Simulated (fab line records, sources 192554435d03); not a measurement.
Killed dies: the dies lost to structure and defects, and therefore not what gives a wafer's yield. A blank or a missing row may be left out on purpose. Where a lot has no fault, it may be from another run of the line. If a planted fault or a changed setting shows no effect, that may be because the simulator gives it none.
Which tool is to blame?	flow n5Finfet	Sampling: 13 lots, 37 wafers, 5 of 1938 route steps

## WHAT EACH GAUGE READ, for each wafer
No reading from a measuring or inspecting step in the record can be judged against a usual standard deviation.

## EACH LOT AND THE TOOL THAT RAN IT (in order: tool; ch and the chambers of the sampled wafers; start)
lot	N5_BEOL_M5_CURE_80	N5_BEOL_M5_DEGAS_44	N5_BEOL_M5_SURFACE_TREAT_87	N5_BEOL_M5_ANNEAL_49	N5_PASSIVATION_PROBE_49
L497	uvCure-02 ch 1, day 8 23:22	pvdSputter-02, day 8 23:55	pvdSputter-03, day 9 00:15	pvdSputter-01, day 9 00:33	-
L500	uvCure-03 ch 1, day 9 09:00	pvdSputter-01, day 9 10:59	pvdSputter-01, day 9 11:29	pvdSputter-02, day 9 11:47	-
L502	uvCure-02 ch 1, day 10 05:14	pvdSputter-01, day 10 05:34	pvdSputter-03, day 10 05:54	pvdSputter-01, day 10 06:11	-
L501	uvCure-03 ch 2, day 10 10:46	pvdSputter-01, day 10 11:07	pvdSputter-02, day 10 13:03	pvdSputter-03, day 10 13:26	prober-02, day 15 03:52
L503	uvCure-01 ch 0, day 11 03:44	pvdSputter-01, day 11 05:43	pvdSputter-01, day 11 06:04	pvdSputter-02, day 11 06:23	-
L507	uvCure-01 ch 1, day 12 14:56	pvdSputter-03, day 12 15:17	pvdSputter-01, day 12 16:34	pvdSputter-01, day 12 16:52	-
L508	uvCure-03 ch 2, day 12 17:23	pvdSputter-03, day 12 17:50	pvdSputter-02, day 12 18:11	pvdSputter-02, day 12 18:37	-
L510	uvCure-01 ch 0, day 13 00:41	pvdSputter-01, day 13 01:14	pvdSputter-01, day 13 01:40	pvdSputter-02, day 13 02:01	prober-01, day 17 08:05
L509	uvCure-03 ch 2, day 13 09:52	pvdSputter-03, day 13 10:31	pvdSputter-02, day 13 10:54	pvdSputter-02, day 13 11:13	-
L511	uvCure-02 ch 1, day 13 14:32	pvdSputter-03, day 13 15:07	pvdSputter-02, day 13 15:34	pvdSputter-01, day 13 15:53	prober-02, day 17 18:20
L515	uvCure-01 ch 1, day 13 16:43	pvdSputter-02, day 13 18:32	pvdSputter-03, day 13 19:01	pvdSputter-03, day 13 19:28	prober-02, day 18 01:40
L517	uvCure-01 ch 1, day 14 06:07	pvdSputter-01, day 14 06:32	pvdSputter-02, day 14 07:14	pvdSputter-02, day 14 07:58	prober-02, day 19 04:05
L518	uvCure-01 ch 2, day 15 05:19	pvdSputter-01, day 15 06:02	pvdSputter-01, day 15 06:34	pvdSputter-02, day 15 06:53	-
- N5_BEOL_M5_CURE_80: cures SiCOH lowk, time 120 s.
- N5_BEOL_M5_DEGAS_44: time 60 s.
- N5_BEOL_M5_SURFACE_TREAT_87
- N5_BEOL_M5_ANNEAL_49: time 1800 s.
- N5_PASSIVATION_PROBE_49

## WHAT THE TOOLS THEMSELVES READ (means of the sampled wafers that have a number; where no wafer has one, the mark that the record gives instead)
N5_BEOL_M5_CURE_80. Usual: lampPowerPct 52.31 %, standard deviation 0.054; wafer_temp_C_max 371.5, standard deviation 0.47.
lot	tool	lampPowerPct (%)	wafer_temp_C_max	flag
L497	uvCure-02	52.29	372.3	
L500	uvCure-03	52.38	371.1	
L502	uvCure-02	52.29	372.1	
L501	uvCure-03	52.33	371.5	
L503	uvCure-01	52.31	371.1	
L507	uvCure-01	52.30	371.4	
L508	uvCure-03	52.29	371.7	
L510	uvCure-01	52.31	371.4	
L509	uvCure-03	52.36	371.5	
L511	uvCure-02	52.30	372.0	
L515	uvCure-01	52.32	371.3	
L517	uvCure-01	52.26	371.3	
L518	uvCure-01	52.30	371.1	

N5_BEOL_M5_DEGAS_44. Usual: heaterPowerW reads 326 W (standard deviation 29).
lot	tool	heaterPowerW (W)	flag
L497	pvdSputter-02	328	
L500	pvdSputter-01	326	
L502	pvdSputter-01	304	
L501	pvdSputter-01	325	
L503	pvdSputter-01	308	
L507	pvdSputter-03	351	
L508	pvdSputter-03	333	
L510	pvdSputter-01	311	
L509	pvdSputter-03	331	
L511	pvdSputter-03	317	
L515	pvdSputter-02	331	
L517	pvdSputter-01	329	
L518	pvdSputter-01	309	

N5_BEOL_M5_ANNEAL_49. Usual: heaterPowerW 818 W, standard deviation 70; susceptorTempC 400.01 C, standard deviation 0.22; susceptor_temp_C_max 401.0, standard deviation 0.35.
lot	tool	heaterPowerW (W)	susceptorTempC (C)	susceptor_temp_C_max	flag
L497	pvdSputter-01	801	399.93	400.7	
L500	pvdSputter-02	852	399.86	401.2	
L502	pvdSputter-01	792	399.96	401.0	
L501	pvdSputter-03	855	399.82	400.8	
L503	pvdSputter-02	881	400.02	400.7	
L507	pvdSputter-01	801	400.02	400.9	
L508	pvdSputter-02	-	-	-	OFF
L510	pvdSputter-02	-	-	-	OFF
L509	pvdSputter-02	-	-	-	OFF
L511	pvdSputter-01	771	399.92	400.8	
L515	pvdSputter-03	788	399.90	400.7	
L517	pvdSputter-02	863	399.96	401.3	
L518	pvdSputter-02	775	400.12	401.0	

N5_PASSIVATION_PROBE_49. Usual: defectLimitedYield 91.0 %, standard deviation 1.5; killed_at_M0_to_M3 35, standard deviation 11; killed_at_M4_up 13, standard deviation 5; killedAtContacts 12, standard deviation 5.9; killedAtFrontEnd 42, standard deviation 13; killedAtOther 3, standard deviation 3.2; killedDies 106, standard deviation 18; killedOpen 69, standard deviation 13; killedShort 35, standard deviation 8.9; sort_bin_5_function 5.2 %, standard deviation 0.95; sort_bin_6_memory 3.3 %, standard deviation 0.71; sortNPass 1074, standard deviation 18; sortYieldPct 91.0 %, standard deviation 1.5.
lot	tool	defectLimitedYield (%)	killed_at_M0_to_M3	killed_at_M4_up	killedAtContacts	killedAtFrontEnd	killedAtOther	killedDies	killedOpen	killedShort	sort_bin_5_function (%)	sort_bin_6_memory (%)	sortNPass	sortYieldPct (%)	flag
L501	prober-02	92.3	19	13	8	49	2	91	62	28	4.6	2.9	1089	92.3	
L510	prober-01	91.1	30	14	11	45	6	105	72	32	5.3	3.2	1075	91.1	
L511	prober-02	91.5	29	8	16	42	5	100	68	29	4.8	3.3	1080	91.5	
L515	prober-02	88.8	52	13	13	52	1	132	79	50	6.5	4.2	1048	88.8	
L517	prober-02	92.2	29	11	16	36	1	92	60	29	4.3	3.2	1088	92.2	

## THE ANSWER, worked out from the rows above alone
Rule: take the mean of a lot's wafers that have a number; if it is more than 3 standard deviations from the usual mean, the lot is off. Also off: a lot with no number at a reading for which 4 or more lots have one. All remaining lots with rows at the step are treated as sound. Order of review: gauges by route order, followed by the tools' own readings, for which a lot's mean as printed above is used. At the first step where some lot is off, the reading lying furthest off is the one used; lots without a number count as furthest.
Off, at N5_BEOL_M5_ANNEAL_49 on heaterPowerW: L508, L510, L509. Without a number there: L508, L510, L509.
If a tool, at that step or one of the process steps before it, ran each lot that is off and ran no sound lot following the first of them, it fits. Not one of the candidates tried fits.

## WHAT THE SIMULATOR PUT IN
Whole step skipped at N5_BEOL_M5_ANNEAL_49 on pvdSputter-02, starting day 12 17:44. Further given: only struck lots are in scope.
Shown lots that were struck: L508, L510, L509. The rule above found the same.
